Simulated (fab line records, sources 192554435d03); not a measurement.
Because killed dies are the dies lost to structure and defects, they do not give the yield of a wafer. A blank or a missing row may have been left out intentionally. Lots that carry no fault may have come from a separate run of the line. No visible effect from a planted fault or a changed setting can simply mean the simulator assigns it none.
Matching of chambers || flow n5_finfet || N5_BEOL_M12_ETCH_59 on rie_diel-03: 4 sister chambers
The step etches BARC in N2/H2, target depth 89 nm, overetch 26.7 nm, time 67.9 s. 4 wafers are shown with their chamber, then 9 later ones without.

== WAFERS WITH THEIR CHAMBER ==
{"wafer": "L089.4", "chamber": 1, "drypump_motor_current_A (A)": 6.6}
{"wafer": "L086.1", "chamber": 3, "drypump_motor_current_A (A)": 5.5}
{"wafer": "L086.2", "chamber": 0, "drypump_motor_current_A (A)": 5.4}
{"wafer": "L086.4", "chamber": 2, "drypump_motor_current_A (A)": 5.9}

== WAFERS MISSING THEIR CHAMBER ==
{"wafer": "L088.1", "drypump_motor_current_A (A)": 6.6}
{"wafer": "L088.4", "drypump_motor_current_A (A)": 6.6}
{"wafer": "L088.5", "drypump_motor_current_A (A)": 5.5}
{"wafer": "L093.1", "drypump_motor_current_A (A)": 6.0}
{"wafer": "L093.4", "drypump_motor_current_A (A)": 5.4}
{"wafer": "L093.6", "drypump_motor_current_A (A)": 6.6}
{"wafer": "L097.1", "drypump_motor_current_A (A)": 6.0}
{"wafer": "L097.2", "drypump_motor_current_A (A)": 5.5}
{"wafer": "L097.3", "drypump_motor_current_A (A)": 6.6}

== WHICH CHAMBER EACH WENT THROUGH ==
{"wafer": "L088.1", "from the rows above": 1, "in truth": 1}
{"wafer": "L088.4", "from the rows above": 1, "in truth": 1}
{"wafer": "L088.5", "from the rows above": 3, "in truth": 3}
{"wafer": "L093.1", "from the rows above": 2, "in truth": 2}
{"wafer": "L093.4", "from the rows above": 0, "in truth": 0}
{"wafer": "L093.6", "from the rows above": 1, "in truth": 1}
{"wafer": "L097.1", "from the rows above": 2, "in truth": 2}
{"wafer": "L097.2", "from the rows above": 3, "in truth": 3}
{"wafer": "L097.3", "from the rows above": 1, "in truth": 1}
9 of 9 placed correctly. Not placeable from these rows: 0. 0 placed wrongly.
How it was worked out, from the rows above alone: a wafer's distance from a chamber is the root of the sum, over the readings, of the square of ((its reading less the chamber's mean) divided by the reading's scatter). The wafer belongs to the nearest chamber; if the next one is less than 2 further off, it can't be placed. A chamber's mean is the mean of its shown wafers. The scatter: with one shown wafer a chamber, the root of the mean of the squares of how far each hidden wafer lies from its nearest shown one.
